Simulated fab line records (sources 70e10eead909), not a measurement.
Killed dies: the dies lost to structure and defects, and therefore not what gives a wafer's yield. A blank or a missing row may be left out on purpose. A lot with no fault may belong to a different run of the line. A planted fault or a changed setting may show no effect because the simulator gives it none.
fab line records	flow nandHarc
[record] lots = 12	wafers = 36	lastDay = 32
route steps=1302 shown A_STAIRCASE@834 A_M1@1201 A_BONDPAD@1218 THIN_TSV@1245 END@1302
lots that met no fault: from a run of the same line without faults
startH: start of the lot's first displayed wafer, in hours after the record's first day	waitH: time in hours since the lot's previous step	" the same as in the row above	L1.1+2: a row that stands for several wafers	- value missing, or start not given	* or withheld: withheld	< > ~ a bound
route shown NAME@n: NAME is a module with steps in the file, n the number in the route of the first one	usual: the fault-free wafers' mean and standard deviation	same: alike in all rows	chamber/n: place in a boat	sites: per-site readings	_std_site: the standard deviation of these	_edge_site: outer sites' mean less inner sites'	radiusMm: for every site, how far away it sits from the centre of the wafer	mask NAME#n: copy n	behind: tool/chamber where the wafer was last shaped	hold: reason for holding the lot/hours on hold/outcome of the hold	device: which transistor (n, p or np) failed to switch	end of line: tests of these same wafers at the route's end	a step without rows: its recipe alone	killed: count of dies lost to structure and defects at first sort (not the wafer's yield)	map: per-die view of a wafer (x killed, . not killed, _ where there is no die)
set.NAME: setting as actually run; set.NAME@STEP: the setting as run at that earlier step	model.NAME: the simulator's own value behind a step, which no gauge read
the route's steps for a sample of lots (tables are steps, rows are wafers)
services: when a tool's chamber went out of use (startH, in hours from the record's first day, below 0 if earlier), for how many hours, and the reason
[[steps]]
[step NHARC_A_STAIRCASE_ETCH_453]
[recipe] targetDepthA = 300	overetchA = 30	timeS = 16.5	ionEnergyEv = 100	cf4FlowSccm = 80	o2FlowSccm = 20	arFlowSccm = 0	rfW = 300	biasW = 100	chemistry = CF4/O2
[usual] biasW = 100.01/0.28	drypumpMotorCurrentA = 5.5/0.43	oes_f_703_au = 1.000/0.0053	oesProductAu = 0.995/0.011	rfVppV = 198.0/1.3	showerheadPlenumPTorr = 1.34/0.044	throttleValvePct = 13.397/0.0096
lot.wafer	tool	chamber	startH	waitH	biasW	drypumpMotorCurrentA	oes_f_703_au	oesProductAu	rfHoursCounterH	rfVppV	showerheadPlenumPTorr	throttleValvePct
L608.3	rieDiel-08	1	404.78	-	99.61	5.7	0.992	1.023	11	196.8	1.36	13.398
L608.6	"	0	"	"	99.87	5.2	0.995	1.003	-	198.6	1.34	13.399
L608.5	"	1	"	"	99.77	5.7	0.995	1.009	-	196.5	1.36	13.410
L607.3	rieDiel-07	2	405.84	-	99.84	5.2	0.999	0.993	34	199.9	1.38	13.398
L607.4	"	3	"	"	100.03	5.3	1.010	0.986	31	198.0	1.31	13.403
L607.1	"	1	"	"	99.96	5.0	0.997	1.003	31	198.3	1.37	13.407
L606.4	rieDiel-08	1	409.19	-	100.29	5.7	1.004	1.015	12	200.4	1.36	13.404
L606.5	"	3	"	"	99.91	5.6	1.001	0.983	-	196.1	1.26	13.419
L606.6	"	0	"	"	99.73	5.2	1.003	1.001	-	198.3	1.34	13.403
L610.4	rieDiel-07	2	433.64	-	100.07	5.2	1.000	0.985	40	199.3	1.38	13.400
L610.3	"	1	"	"	99.87	5.0	0.987	0.992	38	198.5	1.37	13.388
L610.6	"	2	"	"	99.80	5.2	0.998	0.994	-	199.0	1.38	13.414
L612.2	rieDiel-07	2	449.79	-	99.79	5.3	1.003	0.988	45	198.5	1.38	13.387
L612.1	"	0	"	"	100.30	6.1	1.000	0.986	38	199.9	1.41	13.389
L612.5	"	1	"	"	100.19	5.0	0.998	0.999	-	197.7	1.37	13.387
L617.2	rieDiel-08	2	492.70	-	99.91	5.4	0.992	1.010	38	196.7	1.32	13.400
L617.5	"	0	"	"	99.80	5.2	0.993	0.998	-	197.4	1.33	13.387
L617.6	"	1	"	"	100.02	5.8	0.988	1.013	-	198.0	1.35	13.387
L622.2	rieDiel-07	3	548.72	-	99.89	5.2	1.002	0.982	20	195.1	1.31	13.404
L622.3	"	0	"	"	99.96	6.1	0.999	0.986	22	199.7	1.40	13.377
L622.4	"	2	"	"	100.34	5.2	1.005	0.983	21	198.1	1.37	13.392
L624.4	rieDiel-07	2	567.61	-	100.37	5.2	0.996	1.006	24	200.2	1.37	13.393
L624.5	"	1	"	"	100.65	5.0	0.998	0.996	-	197.7	1.36	13.407
L624.6	"	2	"	"	100.28	5.2	0.990	1.007	-	198.1	1.37	13.390
L623.1	rieDiel-08	3	570.14	-	99.64	5.5	1.001	0.995	4	195.7	1.24	13.391
L623.3	"	0	"	"	100.50	5.2	0.998	1.024	3	199.0	1.32	13.390
L623.6	"	3	"	"	99.88	5.5	0.998	0.991	-	196.8	1.24	13.405
L625.4	rieDiel-07	3	591.36	-	99.92	5.3	1.000	1.005	36	196.7	1.30	13.381
L625.2	"	1	"	"	99.41	5.0	1.000	0.987	40	197.1	1.36	13.369
L625.1	"	2	"	"	100.04	5.2	1.000	0.992	36	199.9	1.37	13.392
L626.3	rieDiel-07	2	594.56	-	100.18	5.2	0.999	0.990	37	199.1	1.37	13.388
L626.1	"	0	"	"	100.42	6.1	1.003	0.993	40	199.5	1.40	13.397
L626.4	"	1	"	"	100.03	5.0	0.999	0.992	41	196.7	1.36	13.406
L627.3	rieDiel-06	2	601.19	-	100.09	6.6	0.995	0.984	41	196.3	1.29	13.397
L627.1	"	3	"	"	99.71	5.9	1.001	0.998	32	195.1	1.31	13.394
L627.5	"	3	"	"	100.01	5.9	0.994	1.001	-	197.5	1.31	13.422
[step NHARC_A_M1_DEP_33]
[recipe] targetThkA = 300	tempC = 370	targetThkNm = 30	pressureTorr = 3	flowSccm = 200	rfW = 450	material = SiCN
[usual] chamberPressureTorr = 2.999/0.0064	heaterPowerW = 575/63
lot.wafer	tool	chamber	startH	waitH	chamberPressureTorr	heaterPowerW
L607.3	pecvd-03	0	545.39	0.1	3.003	576
L607.1	"	2	"	"	3.002	651
L607.4	"	1	"	"	3.003	725
L606.5	pecvd-04	2	546.26	0.2	2.998	660
L606.6	"	0	"	"	2.992	550
L606.4	"	1	"	"	3.001	538
L608.3	pecvd-04	1	551.54	0.1	3.002	526
L608.5	"	0	"	"	2.998	616
L608.6	"	1	"	"	3.002	505
L610.3	pecvd-04	0	572.94	0.1	3.010	543
L610.6	"	1	"	"	2.989	544
L610.4	"	2	"	"	2.993	585
L612.1	pecvd-03	1	589.91	0.1	3.001	641
L612.2	"	2	"	"	2.998	571
L612.5	"	2	"	"	3.000	548
L617.2	pecvd-03	0	627.41	0.1	2.997	587
L617.5	"	1	"	"	2.999	633
L617.6	"	2	"	"	2.994	602
L622.2	pecvd-03	0	686.16	0.1	2.990	602
L622.3	"	2	"	"	2.996	581
L622.4	"	1	"	"	2.997	598
L623.3	pecvd-04	2	703.13	0.1	2.993	581
L623.1	"	0	"	"	2.995	574
L623.6	"	0	"	"	2.992	562
L624.5	pecvd-03	0	710.15	0.2	2.997	524
L624.6	"	1	"	"	2.987	656
L624.4	"	2	"	"	3.001	571
L625.1	pecvd-02	0	730.63	0.1	2.995	588
L625.2	"	1	"	"	2.998	545
L625.4	"	1	"	"	3.001	533
L626.1	pecvd-02	1	732.30	0.1	3.005	467
L626.3	"	2	"	"	2.999	447
L626.4	"	0	"	"	3.006	519
L627.1	pecvd-03	1	742.70	0.1	2.999	774
L627.3	"	2	"	"	3.002	584
L627.5	"	0	"	"	3.004	557
[step NHARC_A_BONDPAD_DESCUM_11]
[recipe] timeS = 3	o2FlowSccm = 200	arFlowSccm = 0	biasPowerW = 0	chemistry = O2
[usual] drypumpMotorCurrentA = 5.9/0.52	oesProductAu = 0.999/0.01	rfVppV = 57.9/0.97	showerheadPlenumPTorr = 1.92/0.08	throttleValvePct = 11.311/0.0089
lot.wafer	tool	chamber	startH	waitH	drypumpMotorCurrentA	oesProductAu	rfHoursCounterH	rfVppV	showerheadPlenumPTorr	throttleValvePct
L607.1	rieDiel-06	1	547.26	-	5.7	1.013	19	57.7	1.88	11.327
L607.3	"	3	"	"	5.9	0.997	17	57.8	1.88	11.308
L607.4	"	0	"	"	5.5	1.000	16	59.9	2.01	11.311
L606.4	rieDiel-06	3	548.14	-	5.9	0.976	18	57.4	1.88	11.301
L606.6	"	0	"	"	5.5	0.976	-	59.4	2.01	11.320
L606.5	"	1	"	"	5.7	1.000	-	58.1	1.88	11.320
L608.3	rieDiel-05	2	553.46	-	5.1	0.992	4	58.2	1.84	11.319
L608.6	"	1	"	"	5.8	0.989	-	58.4	2.00	11.306
L608.5	"	2	"	"	5.1	0.987	-	57.8	1.84	11.310
L610.4	rieDiel-05	0	574.86	-	5.7	0.989	4	58.1	2.03	11.295
L610.3	"	1	"	"	5.8	0.996	4	58.6	2.00	11.308
L610.6	"	3	"	"	6.6	1.005	-	57.6	1.92	11.328
L612.1	rieDiel-06	1	591.89	-	5.7	1.003	36	56.5	1.87	11.310
L612.2	"	3	"	"	5.9	0.998	30	59.7	1.87	11.326
L612.5	"	1	"	"	5.7	1.010	-	57.9	1.87	11.310
L617.2	rieDiel-05	2	629.40	-	5.1	1.004	1	58.1	1.84	11.313
L617.5	"	2	"	"	5.1	1.013	-	56.9	1.83	11.312
L617.6	"	3	"	"	6.6	0.990	-	57.9	1.92	11.313
L622.4	rieDiel-05	3	688.03	-	6.6	0.992	3	57.0	1.92	11.306
L622.2	"	1	"	"	5.8	1.016	3	57.9	2.00	11.301
L622.3	"	2	"	"	5.1	1.013	2	56.7	1.83	11.324
L623.1	rieDiel-05	0	705.07	-	5.7	0.992	3	57.2	2.03	11.297
L623.3	"	2	"	"	5.1	1.008	3	56.1	1.83	11.312
L623.6	"	1	"	"	5.8	1.002	-	58.9	2.00	11.298
L624.4	rieDiel-05	1	712.04	-	5.8	1.001	3	55.9	2.00	11.305
L624.6	"	2	"	"	5.1	0.995	-	55.6	1.83	11.317
L624.5	"	3	"	"	6.6	0.982	-	59.7	1.92	11.302
L625.1	rieDiel-11	2	732.46	-	5.7	1.021	16	56.0	1.83	11.308
L625.2	"	0	"	"	5.9	1.005	16	58.1	1.77	11.310
L625.4	"	1	"	"	5.9	1.003	18	58.4	1.88	11.320
L626.3	rieDiel-05	3	734.29	-	6.6	0.985	4	58.8	1.92	11.302
L626.1	"	1	"	"	5.8	1.000	4	58.6	2.00	11.326
L626.4	"	2	"	"	5.1	1.005	3	57.1	1.83	11.298
L627.3	rieDiel-05	3	744.55	-	6.6	0.973	4	56.4	1.91	11.305
L627.1	"	2	"	"	5.1	1.010	4	56.1	1.83	11.315
L627.5	"	0	"	"	5.7	0.996	-	56.6	2.03	11.319
[step NHARC_THIN_TSV_CMP_01]
[recipe] targetThkUm = 3
[usual] motorCurrentA = 11.8/1.3
lot.wafer	tool	chamber	startH	waitH	motorCurrentA
L606.4	cmp-01	3	560.79	0.5	11.0
L606.5	"	0	"	"	13.8
L606.6	"	1	"	"	11.5
L607.1	cmp-02	0	561.93	1.0	10.6
L607.4	"	1	"	"	13.7
L607.3	"	2	"	"	11.7
L608.3	cmp-03	3	566.76	0.7	9.6
L608.6	"	1	"	"	11.4
L608.5	"	2	"	"	12.3
L610.3	cmp-02	2	590.05	0.6	11.6
L610.4	"	3	"	"	12.7
L610.6	"	2	"	"	11.9
L612.1	cmp-03	3	605.39	1.0	10.4
L612.2	"	1	"	"	10.6
L612.5	"	3	"	"	9.6
L617.2	cmp-02	1	643.67	0.9	14.4
L617.6	"	3	"	"	13.5
L617.5	"	0	"	"	10.5
L622.2	cmp-01	1	701.90	0.8	11.8
L622.4	"	2	"	"	10.6
L622.3	"	0	"	"	13.4
L623.3	cmp-01	0	718.80	0.6	13.6
L623.1	"	2	"	"	10.5
L623.6	"	1	"	"	12.0
L624.4	cmp-03	2	725.34	0.5	11.9
L624.6	"	0	"	"	12.9
L624.5	"	1	"	"	11.0
L625.2	cmp-03	0	748.67	0.8	13.0
L625.1	"	2	"	"	13.0
L625.4	"	3	"	"	9.7
L626.1	cmp-03	1	755.02	1.0	10.9
L626.3	"	2	"	"	12.4
L626.4	"	3	"	"	10.2
L627.3	cmp-03	0	758.48	0.6	13.6
L627.1	"	1	"	"	11.3
L627.5	"	1	"	"	10.4
[step NHARC_END_SORT_01]
[recipe] tempC = 25
[usual] killedAtArray = 58/20	killedAtOther = 1.0/1.2	killedAtPeriphery = 4.1/3	killedDies = 63/20	killedOpen = 3.2/1.7	killedShort = 2.5/1.5
[same] grossDies = 677
lot.wafer	tool	chamber	startH	waitH	killedAtArray	killedAtOther	killedAtPeriphery	killedDies	killedOpen	killedShort
L612.1	prober-02	0	621.56	2.5	158	0	1	159	2	1
L612.2	prober-02	0	622.36	2.8	126	0	0	126	0	2
L612.5	prober-02	0	624.73	3.7	90	0	2	92	4	1
// killed by level:class
L612.1 A_STAIRCASE:unspecified=104 A_CHANNEL_HOLE_D1:chamberFilmFlake=25 A_CHANNEL_HOLE_D2:chamberFilmFlake=13 A_CHANNEL_FILL_D1:chamberFilmFlake=3 A_M0:chamberFilmFlake=2 A_SGD_CUT:chamberFilmFlake=2 A_SLIT:chamberFilmFlake=2 P_M1:geometricParticle:open=1
L612.2 A_STAIRCASE:unspecified=69 A_CHANNEL_HOLE_D1:chamberFilmFlake=22 A_CHANNEL_HOLE_D2:chamberFilmFlake=18 A_WL_FILL:chamberFilmFlake=5 A_CONTACT:chamberFilmFlake=3 A_CHANNEL_FILL_D1:chamberFilmFlake=2 A_STAIRCASE:chamberFilmFlake=2 A_M0:chamberFilmFlake=2
L612.5 A_STAIRCASE:unspecified=46 A_CHANNEL_HOLE_D2:chamberFilmFlake=16 A_CHANNEL_HOLE_D1:chamberFilmFlake=6 A_STAIRCASE:chamberFilmFlake=4 A_CHANNEL_FILL_D1:chamberFilmFlake=3 A_WL_FILL:chamberFilmFlake=3 A_M0:chamberFilmFlake=3 P_GATE:geometricParticle:open=1
[[services]]
tool	chamber	startH	hours	kind
rieDiel-08	2	393.50	11.2	repair
rieDiel-08	0	393.82	3.0	repair
cmp-03	-	400.48	2.3	repair
rieDiel-05	-	406.60	9.0	pm
rieDiel-08	1	416.73	3.3	repair
rieDiel-05	-	434.31	0.2	repair
rieDiel-07	1	442.29	7.0	repair
pecvd-04	-	450.00	13.0	pm
cmp-03	-	456.00	4.0	pm
rieDiel-07	-	471.29	9.0	pm
rieDiel-05	1	483.66	10.3	repair
rieDiel-06	-	484.74	9.0	pm
pecvd-03	-	547.16	13.0	pm
cmp-03	-	554.00	4.0	pm
rieDiel-05	-	583.60	9.0	pm
rieDiel-05	2	601.82	1.2	repair
rieDiel-07	-	619.55	0.7	repair
rieDiel-05	-	625.63	0.2	repair
cmp-03	-	634.39	73.5	repair
rieDiel-05	2	637.52	4.1	repair
rieDiel-07	-	648.42	9.0	pm
pecvd-03	1	697.70	5.4	repair
pecvd-03	-	728.18	13.0	pm
cmp-03	-	757.09	1.2	repair
[[key]]
[firstSign] step = NHARC_END_SORT_01	reading = killedAtArray	direction = up	sigmas = 3.3	usual = 58	struck = 125	wafersMoved = 2
[effect] step = NHARC_END_SORT_01	reading = killedDies	direction = up	sigmas = 3.2	usual = 63	struck = 126	wafersMoved = 2
[moreKillsBornAt] NHARC_A_STAIRCASE_ETCH_453@rieDiel-07 = 219
metAt NHARC_A_STAIRCASE_ETCH_453
struckLots L612
testerLeftOut L612
notActingAt NHARC_A_M1_DEP_33,NHARC_A_BONDPAD_DESCUM_11,NHARC_THIN_TSV_CMP_01
onsetBetween 433.64 449.79
[fault] kind = chamberParticleSource	tool = rieDiel-07	chamber = -	onsetH = 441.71	steps = NHARC_A_STAIRCASE_ETCH_453	ratePerVisitCm2 = 2.0835	endH = 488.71
// testerLeftOut: of these lots the tester's yield and bins aren't shown, on N5 and GAA mostly nor the transistor test; their killed dies are dies lost to structure and defects alone, not to doping, threshold or leakage, so they don't give the yield
